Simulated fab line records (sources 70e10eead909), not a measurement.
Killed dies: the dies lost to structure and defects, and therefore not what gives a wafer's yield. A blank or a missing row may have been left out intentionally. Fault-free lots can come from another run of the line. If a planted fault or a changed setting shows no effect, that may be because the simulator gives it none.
Which of the tools did it? ; flow nandHarc ; 12 lots with 36 wafers sampled at 5 steps, on a route of 1159 steps

== WHAT THE GAUGES READ, wafer by wafer ==
NHARC_END_SORT_01. Usual: killedAtArray 31, standard deviation 12; killedAtOther 0.6, standard deviation 0.85; killedAtPeriphery 3.0, standard deviation 2.3; killedDies 35, standard deviation 12; killedOpen 3.2, standard deviation 1.9; killedShort 1.8, standard deviation 1.4.
lot;measured;on;killedAtArray;killedAtOther;killedAtPeriphery;killedDies;killedOpen;killedShort;flag
L314;day 23 05:47;prober-02;35 42 672;1 0 1;4 2 4;40 44 677;4 1 2;2 2 2;OFF
L311;day 23 15:14;prober-01;32 32 675;0 0 0;1 0 2;33 32 677;5 2 3;1 0 1;OFF
L317;day 24 01:09;prober-01;36;0;3;39;4;0;

== WHAT TOOL EACH LOT RAN ON (gives the tool, then ch and the chambers of the sampled wafers, and finally the start) ==
lot;NHARC_A_STAIRCASE_ETCH_221;NHARC_A_STAIRCASE_TRIM_226;NHARC_A_STAIRCASE_TRIM_229;NHARC_A_STAIRCASE_ETCH_236
L297;rieDiel-05 ch 0,1,3, day 10 21:22 or earlier;rieDiel-05 ch 0,1,3, day 10 21:22 or earlier;rieDiel-05 ch 2,3, day 10 21:22;rieDiel-05 ch 0,1, day 10 22:16
L301;rieDiel-08 ch 0,1,2, day 12 01:47 or earlier;rieDiel-08 ch 0,1, day 12 01:47 or earlier;rieDiel-08 ch 0,1, day 12 01:47;rieDiel-08 ch 0,1,3, day 12 02:40
L302;rieDiel-13 ch 0,1,2, day 12 06:20 or earlier;rieDiel-13 ch 0,2,3, day 12 06:20 or earlier;rieDiel-08 ch 0,2,3, day 12 06:20;rieDiel-08 ch 1,2,3, day 12 07:19
L303;rieDiel-05 ch 1,2, day 13 05:38 or earlier;rieDiel-05 ch 0,2,3, day 13 05:38 or earlier;rieDiel-05 ch 0,3, day 13 05:38;rieDiel-05 ch 0,1,2, day 13 06:32
L306;rieDiel-13 ch 1,2,3, day 13 12:32 or earlier;rieDiel-13 ch 0,3, day 13 12:32 or earlier;rieDiel-05 ch 0,1, day 13 12:32;rieDiel-05 ch 0,2,3, day 13 13:26
L307;rieDiel-05 ch 0,2, day 14 00:31 or earlier;rieDiel-05 ch 1,2,3, day 14 00:31 or earlier;rieDiel-05 ch 0,2,3, day 14 00:31;rieDiel-05 ch 0,2,3, day 14 01:26
L308;rieDiel-08 ch 1,2,3, day 14 07:50 or earlier;rieDiel-08 ch 0,1,3, day 14 07:50 or earlier;rieDiel-08 ch 0,1,3, day 14 07:50;rieDiel-08 ch 1,3, day 14 10:16
L310;rieDiel-13 ch 0,1,2, day 15 00:41 or earlier;rieDiel-13 ch 0,2,3, day 15 00:41 or earlier;rieDiel-08 ch 0,1, day 15 00:41;rieDiel-08 ch 1,2, day 15 01:49
L314;rieDiel-08 ch 0,2, day 15 06:58 or earlier;rieDiel-08 ch 0,2, day 15 06:58 or earlier;rieDiel-08 ch 0,1,3, day 15 06:58;rieDiel-08 ch 0,1,2, day 15 08:01
L311;rieDiel-13 ch 0,1,2, day 15 07:20 or earlier;rieDiel-13 ch 2,3, day 15 07:20 or earlier;rieDiel-08 ch 0,3, day 15 07:20;rieDiel-08 ch 0,2,3, day 15 08:19
L317;rieDiel-05 ch 0,3, day 16 03:34 or earlier;rieDiel-05 ch 1,2,3, day 16 03:34 or earlier;rieDiel-08 ch 0,1, day 16 03:34;rieDiel-08 ch 0,1, day 16 04:27
L320;rieDiel-05 ch 0,1,2, day 16 16:56 or earlier;rieDiel-05 ch 2,3, day 16 16:56 or earlier;rieDiel-13 ch 0,1,2, day 16 16:56;rieDiel-13 ch 1,2, day 16 17:49
- NHARC_A_STAIRCASE_ETCH_221: etches the open film in C4F8/O2, target depth 100 nm, time 40.5 s.
- NHARC_A_STAIRCASE_TRIM_226: chemistry O2, time 211.2 s.
- NHARC_A_STAIRCASE_TRIM_229: chemistry O2, time 211.2 s.
- NHARC_A_STAIRCASE_ETCH_236: etches the open film in C4F8/O2, target depth 100 nm, time 40.5 s.

== AS READ BY THE TOOLS THEMSELVES (means over the sampled wafers that have a number; for cases with no such wafer, the mark the record gives instead) ==
NHARC_A_STAIRCASE_ETCH_221. Usual: biasW 999.9 W, standard deviation 2.8; chamberPressureMTorr 24.999 mTorr, standard deviation 0.022; oesProductAu 0.933 a.u., standard deviation 0.011; rfVppV 898 V, standard deviation 4.9.
lot;tool;biasW (W);chamberPressureMTorr (mTorr);oesProductAu (a.u.);rfVppV (V);flag
L297;rieDiel-05;996.0;25.003;0.942;902;
L301;rieDiel-08;1002.4;25.000;0.913;897;
L302;rieDiel-13;999.3;24.990;0.921;892;
L303;rieDiel-05;1002.3;25.021;0.931;901;
L306;rieDiel-13;1000.0;25.004;0.950;896;
L307;rieDiel-05;996.8;24.976;0.923;898;
L308;rieDiel-08;999.6;25.013;0.947;894;
L310;rieDiel-13;996.6;25.007;0.924;898;
L314;rieDiel-08;1000.4;25.001;0.932;894;
L311;rieDiel-13;998.9;25.002;0.934;899;
L317;rieDiel-05;998.5;24.966;0.935;899;
L320;rieDiel-05;1000.1;25.013;0.923;900;

NHARC_A_STAIRCASE_TRIM_226. Usual: chamberPressureMTorr 60.01 mTorr, standard deviation 0.05; drypumpMotorCurrentA 5.9 A, standard deviation 0.31; oesProductAu 0.998 a.u., standard deviation 0.0072; rfVppV 57.9 V, standard deviation 0.84; showerheadPlenumPTorr 3.59 Torr, standard deviation 0.13; throttleValvePct 17.037 %, standard deviation 0.0095.
lot;tool;chamberPressureMTorr (mTorr);drypumpMotorCurrentA (A);oesProductAu (a.u.);rfVppV (V);showerheadPlenumPTorr (Torr);throttleValvePct (%);flag
L297;rieDiel-05;60.01;6.1;1.005;58.0;3.68;17.038;
L301;rieDiel-08;60.01;5.7;1.004;58.0;3.66;17.042;
L302;rieDiel-13;60.00;6.0;0.998;57.4;3.50;17.038;
L303;rieDiel-05;60.00;6.0;0.998;59.0;3.61;17.032;
L306;rieDiel-13;60.01;6.0;0.999;57.8;3.75;17.029;
L307;rieDiel-05;59.97;5.9;1.000;58.7;3.60;17.039;
L308;rieDiel-08;60.03;5.6;1.000;57.8;3.57;17.030;
L310;rieDiel-13;60.00;6.0;1.003;58.5;3.66;17.039;
L314;rieDiel-08;60.00;5.9;0.999;57.0;3.56;17.034;
L311;rieDiel-13;60.03;6.2;1.000;57.9;3.61;17.038;
L317;rieDiel-05;60.03;5.9;0.996;57.2;3.59;17.033;
L320;rieDiel-05;60.04;5.8;0.997;58.1;3.53;17.034;

NHARC_A_STAIRCASE_TRIM_229. Usual: chamberPressureMTorr 60.00 mTorr, standard deviation 0.05; drypumpMotorCurrentA 5.8 A, standard deviation 0.34; oesProductAu 0.998 a.u., standard deviation 0.0072; rfVppV 57.9 V, standard deviation 0.96; showerheadPlenumPTorr 3.56 Torr, standard deviation 0.13; throttleValvePct 17.036 %, standard deviation 0.0091.
lot;tool;chamberPressureMTorr (mTorr);drypumpMotorCurrentA (A);oesProductAu (a.u.);rfVppV (V);showerheadPlenumPTorr (Torr);throttleValvePct (%);flag
L297;rieDiel-05;60.02;5.9;1.009;58.1;3.56;17.035;
L301;rieDiel-08;59.99;5.5;0.998;57.0;3.64;17.035;
L302;rieDiel-08;59.96;5.8;1.004;57.7;3.50;17.035;
L303;rieDiel-05;60.01;6.2;1.000;58.4;3.62;17.037;
L306;rieDiel-05;59.93;6.0;0.994;59.2;3.73;17.035;
L307;rieDiel-05;60.03;6.0;1.004;57.8;3.61;17.033;
L308;rieDiel-08;60.02;5.6;0.996;58.2;3.57;17.034;
L310;rieDiel-08;60.02;5.7;0.996;58.1;3.64;17.036;
L314;rieDiel-08;60.05;5.6;0.996;58.7;3.57;17.037;
L311;rieDiel-08;59.96;5.9;1.005;57.5;3.58;17.033;
L317;rieDiel-08;59.99;5.5;0.997;58.4;3.62;17.031;
L320;rieDiel-13;60.04;6.0;0.995;58.3;3.58;17.038;

NHARC_A_STAIRCASE_ETCH_236. Usual: biasW 1000.3 W, standard deviation 2.9; chamberPressureMTorr 25.002 mTorr, standard deviation 0.023; oesProductAu 0.941 a.u., standard deviation 0.0084; rfVppV 897 V, standard deviation 4.7.
lot;tool;biasW (W);chamberPressureMTorr (mTorr);oesProductAu (a.u.);rfVppV (V);flag
L297;rieDiel-05;998.0;25.009;0.943;904;
L301;rieDiel-08;1000.5;25.018;0.942;898;
L302;rieDiel-08;998.8;24.995;0.945;894;
L303;rieDiel-05;1002.2;25.045;0.940;900;
L306;rieDiel-05;998.7;25.013;0.946;899;
L307;rieDiel-05;1000.9;24.976;0.945;899;
L308;rieDiel-08;997.9;25.002;0.927;896;
L310;rieDiel-08;1000.7;24.980;0.936;895;
L314;rieDiel-08;1001.5;25.009;1.010;896;OFF
L311;rieDiel-08;999.2;25.024;1.014;894;OFF
L317;rieDiel-08;999.1;25.007;1.078;899;OFF
L320;rieDiel-13;1001.6;25.013;0.938;895;

== THE ANSWER, worked out from the rows above alone ==
Rule: a lot is off if the mean of its wafers that have a number lies more than 3 standard deviations from the usual mean. A lot without any number at a reading at which 4 lots or more have one is off too. The other lots that the step has rows for count as sound. After the gauges, taken in route order, come the tools' own readings; for these a lot's mean is taken, as printed above. At the first step where some lot is off, the reading lying furthest off is the one used; lots without a number count as furthest.
Off at NHARC_END_SORT_01 (killedAtArray): L314, L311. Neither off nor sound, because the step has no rows for them: L297, L301, L302, L303, L306, L307, L308, L310, L320.
If a tool, at a process step before that reading, ran all the lots that are off and no sound lot after the first of them, it fits. The gauges at NHARC_END_SORT_01 aren't tried: what is off there is off at NHARC_A_STAIRCASE_ETCH_236 too, on other tools, and a gauge's error can't cause that. Because NHARC_A_STAIRCASE_ETCH_221 lacks a start for some lots, the hours and order of its lots are taken from NHARC_A_STAIRCASE_TRIM_229. Because NHARC_A_STAIRCASE_TRIM_226 lacks a start for some lots, the hours and order of its lots are taken from NHARC_A_STAIRCASE_TRIM_229. Of those tried, none fits.

== WHAT WAS PUT IN BY THE SIMULATOR ==
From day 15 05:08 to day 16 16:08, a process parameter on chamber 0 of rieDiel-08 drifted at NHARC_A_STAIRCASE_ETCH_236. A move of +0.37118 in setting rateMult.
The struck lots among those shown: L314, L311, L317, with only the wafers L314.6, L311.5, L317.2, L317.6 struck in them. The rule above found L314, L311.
